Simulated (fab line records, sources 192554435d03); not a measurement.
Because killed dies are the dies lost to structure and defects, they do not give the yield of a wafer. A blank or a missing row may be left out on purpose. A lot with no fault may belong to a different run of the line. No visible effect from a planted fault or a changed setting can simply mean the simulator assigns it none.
Matching of chambers    flow n5 finfet    3 sister chambers for N5_BEOL_M15_DEP_53 on pecvd-02
The step deposits SiCN from 3MS/NH3, target thk 50 nm, time 17.8 s. 16 wafers are shown with their chamber, then 8 later ones without.

== EACH WAFER AND ITS CHAMBER ==
wafer   chamber  throttle valve pct (%)  showerhead plenum p Torr (Torr)
L074.1  0        18.5                    4.151
L074.4  2        16.7                    4.159
L074.6  0        18.4                    4.151
L075.2  2        16.8                    4.151
L075.4  0        18.5                    4.142
L075.5  1        18.1                    4.152
L077.1  1        18.1                    4.139
L077.2  0        18.2                    4.135
L077.4  1        17.9                    4.157
L083.2  0        18.5                    4.155
L083.5  1        17.8                    4.158
L083.6  0        18.3                    4.155
L086.1  1        17.9                    4.152
L086.2  0        18.1                    4.147
L086.3  2        16.9                    4.155
L087.1  1        17.7                    4.150

SIGNATURES (means of the wafers above)
reading                   chamber 0  chamber 1  chamber 2  scatter within a chamber
throttle valve pct        18.357     17.917     16.800     0.153
showerhead plenum p Torr  4.14800    4.15133    4.15500    0.00671
Rule: a wafer lies at a distance from a chamber equal to the root of the sum of squares, over the readings, of (its reading less the chamber's mean, divided by the reading's scatter). If the next closest chamber is less than 2 further off than the closest, the wafer can't be placed; otherwise it belongs to the closest. The scatter: the root of (the sum of the squares of (reading less its chamber's mean) over the shown wafers, divided by (wafers less chambers)).

== WAFERS WITH NO CHAMBER GIVEN ==
wafer   throttle valve pct (%)  showerhead plenum p Torr (Torr)
L087.2  17.0                    4.166
L087.5  16.9                    4.158
L090.1  17.1                    4.147
L090.5  17.0                    4.160
L090.6  17.9                    4.153
L091.1  16.9                    4.160
L091.2  17.9                    4.156
L091.4  18.1                    4.159

== CHAMBER TAKEN BY EACH ==
wafer   from the rows above      in truth
L087.2  2                        2
L087.5  2                        2
L090.1  2                        2
L090.5  2                        2
L090.6  1                        1
L091.1  2                        2
L091.2  1                        1
L091.4  can't be placed: 1 or 0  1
Correct placement for 7 of the 8. Can't be placed from these rows: 1 (the true chamber is among the candidates in 1). Number placed wrongly: 0.
